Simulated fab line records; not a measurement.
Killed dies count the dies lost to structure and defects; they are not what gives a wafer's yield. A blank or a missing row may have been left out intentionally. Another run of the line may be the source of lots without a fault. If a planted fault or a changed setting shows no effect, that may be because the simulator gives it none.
Matching of chambers | flow n5Finfet | rieDiel-06 running N5_BEOL_M0_SAQP_ETCH_49: 4 sister chambers
The step etches SiO2 in CF4/O2, target depth 37 nm. 8 wafers are shown with their chamber, then 7 later ones without.

== WAFERS, EACH WITH ITS CHAMBER ==
wafer  | chamber | showerheadPlenumPTorr (Torr) | throttleValvePct (%)
L080.1 | 2       | 2.32                         | 15.70
L080.4 | 3       | 2.05                         | 15.58
L087.4 | 3       | 2.05                         | 15.59
L087.5 | 0       | 2.25                         | 15.57
L088.3 | 2       | 2.31                         | 15.71
L088.6 | 1       | 2.18                         | 16.05
L089.3 | 1       | 2.18                         | 16.04
L089.4 | 0       | 2.25                         | 15.60

== WAFERS MISSING THEIR CHAMBER ==
wafer  | showerheadPlenumPTorr (Torr) | throttleValvePct (%)
L089.6 | 2.25                         | 15.60
L091.2 | 2.31                         | 15.72
L091.3 | 2.18                         | 16.04
L091.5 | 2.05                         | 15.59
L096.2 | 2.25                         | 15.62
L096.4 | 2.30                         | 15.75
L096.6 | 2.04                         | 15.62

== EACH ONE'S CHAMBER ==
wafer  | from the rows above | in truth
L089.6 | 0                   | 0
L091.2 | 2                   | 2
L091.3 | 1                   | 1
L091.5 | 3                   | 3
L096.2 | 0                   | 0
L096.4 | 2                   | 2
L096.6 | 3                   | 3
Correctly placed: 7 of 7. Left unplaced by these rows: 0. Wrongly placed: 0.
How it was worked out, from the rows above alone: a wafer's distance from a chamber is the root of the sum, over the readings, of the square of ((its reading less the chamber's mean) divided by the reading's scatter). If the next closest chamber is less than 2 further off than the closest, the wafer can't be placed; otherwise it belongs to the closest. For every chamber, the mean is computed from those of its wafers that are shown. The scatter: the root of (the sum of the squares of (reading less its chamber's mean) over the shown wafers, divided by (wafers less chambers)).
